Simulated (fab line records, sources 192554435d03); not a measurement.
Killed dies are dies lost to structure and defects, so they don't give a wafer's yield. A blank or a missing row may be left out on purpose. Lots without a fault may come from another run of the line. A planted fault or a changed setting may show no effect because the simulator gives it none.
Problem report in the 8D (eight disciplines) form, filled by code | flow n5_finfet | the parts of the form that need people (team, actions taken, sign-off) are left out

1. THE PROBLEM
IOFF_N_LONG at N5_BEOL_M4_RC_MEAS_101 reads a mean of 3.05e-03 nA/um on 3 wafers of 3 lots; wafers without a fault read 5.64e-05 nA/um with a standard deviation of 2.3e-06. That is +99 or more standard deviations from the usual mean.
First seen on wafer L409.2, day 9 22:42, on prober-02. The record holds 24 wafers of 8 lots with a number at this step. Rule for "out", or "out of limits": more than 4 standard deviations from the usual mean. The other wafers with a number count as sound.

2. WHAT IT IS AND WHAT IT IS NOT
question                    | is                                                                  | is not
which readings at this step | IOFF_N_LONG, IOFF_N, IOFF_N_85C, IOFF_N_LIN, ION_N, VT_N, VT_N_LONG | DIBL_N, DIBL_P, IOFF_P, ION_P, SS_N, SS_P, VT_P
which lots                  | L409, L410, L412                                                    | L402, L414, L417, L421, L424
which wafers of those lots  | L409.2, L410.2, L412.6                                              | L409.3, L409.6, L410.1, L410.3, L412.3, L412.5
read on which gauges        | prober-02                                                           | prober-01
when                        | from day 9 22:42                                                    | up to then (5 sound wafers); but 16 sound wafers of L410, L412, L414, L417, L421, L424 came after

3. SUSPECTS, AND WHAT RULES EACH OUT
Counting: a tool at a process step up to the reading stays a suspect if it ran every lot that is out. Sound lots after the first of them don't rule it out here, since some wafers of a struck lot are sound.
- the gauge at N5_BEOL_M4_RC_MEAS_101: ruled out. All the wafers that are out were read on prober-02, but those of them that N5_HKMG_FIN_ETCH_58 has rows for are out there too, on other tools.
- rie_diel-04 at N5_HKMG_FIN_STRIP_57 (strips in CF4): kept. It ran every lot that is out, first L409 (day 6 03:10); its last sound lot up to then is L402 (day 4 03:47).
- rie_diel-04 at N5_HKMG_FIN_ETCH_58 (etches SOC in N2/H2, target depth 215.8 nm, time 741 s): kept. It ran every lot that is out, first L409 (day 6 03:11); its last sound lot up to then is L402 (day 4 03:48). Its own readings are out on those wafers: run_length_s.
- ald_metal-04 at N5_HKMG_FIN_ALD_36 (deposits TiN, target thk 1 nm, pulse time 1 s, purge time 3 s): kept. It ran every lot that is out, first L409 (day 6 05:04).
- Within rie_diel-04 at N5_HKMG_FIN_STRIP_57: the wafers that are out ran in chamber 1; their sound lot-mates ran in chambers 0, 2, 3.
- Within rie_diel-04 at N5_HKMG_FIN_ETCH_58: the wafers that are out ran in chamber 1; their sound lot-mates ran in chambers 0, 2, 3.
Left after counting: rie_diel-04 at N5_HKMG_FIN_STRIP_57, rie_diel-04 at N5_HKMG_FIN_ETCH_58, ald_metal-04 at N5_HKMG_FIN_ALD_36.

4. THE CAUSE (what the simulator had put in)
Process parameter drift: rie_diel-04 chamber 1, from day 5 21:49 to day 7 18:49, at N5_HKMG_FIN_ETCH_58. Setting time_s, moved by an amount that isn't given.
Counting left 3 suspects, and this tool is among them.

5. THE CHAIN OF EFFECTS, in route order
Each row: a reading whose mean over the struck wafers that have a number lies more than 3 standard deviations from the usual. Only readings for which the record gives a usual standard deviation are gone through. hours: the time from each lot's start at the first step in this table that gives one to its start at this step, as a median over the lots. sigmas: the change in usual standard deviations.
hours | step                    | reading        | usual          | on struck wafers | change    | sigmas
0     | N5_HKMG_FIN_ETCH_58     | run_length_s   | 764.1 s        | 560.3            | -203.8    | -99 or more
92    | N5_BEOL_M4_RC_MEAS_101  | IOFF_N         | 0.154 nA/um    | 9.442            | +9.288    | +99 or more
92    | N5_BEOL_M4_RC_MEAS_101  | IOFF_N_85C     | 3.0 nA/um      | 96.3             | +93.3     | +99 or more
92    | N5_BEOL_M4_RC_MEAS_101  | IOFF_N_LIN     | 0.073 nA/um    | 4.467            | +4.394    | +99 or more
92    | N5_BEOL_M4_RC_MEAS_101  | IOFF_N_LONG    | 5.64e-05 nA/um | 3.05e-03         | +3.00e-03 | +99 or more
92    | N5_BEOL_M4_RC_MEAS_101  | ION_N          | 675 uA/um      | 763              | +88       | +9.0
92    | N5_BEOL_M4_RC_MEAS_101  | VT_N           | 250 mV         | 133              | -117      | -39
92    | N5_BEOL_M4_RC_MEAS_101  | VT_N_LONG      | 274.6 mV       | 155.6            | -119.0    | -63
92    | N5_BEOL_M4_RC_MEAS_101  | VT_P_LVT       | -98 mV         | -110             | -12       | -3.5
201   | N5_PASSIVATION_PROBE_49 | sort_n_pass    | 1081           | 0                | -1081     | -68
201   | N5_PASSIVATION_PROBE_49 | sort_yield_pct | 91.6 %         | 0.0              | -91.6     | -65
The process steps in it:
- N5_HKMG_FIN_ETCH_58: etches SOC in N2/H2, target depth 215.8 nm, time 741 s.
- N5_PASSIVATION_PROBE_49

6. WHAT WOULD HAVE CAUGHT IT SOONER
In this record the first reading out of limits at a measuring or inspecting step was taken at day 9 22:42, 97 hours after the fault began at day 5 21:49.
The tool's own readings at N5_HKMG_FIN_ETCH_58 were out on every struck wafer that the step has a row for (run_length_s): an alarm limit on them would have fired on the first of those.
All the lots that are out (3) had begun N5_HKMG_FIN_ETCH_58 on rie_diel-04 by day 9 22:42. A hold on the tool at that time would have spared none of them.
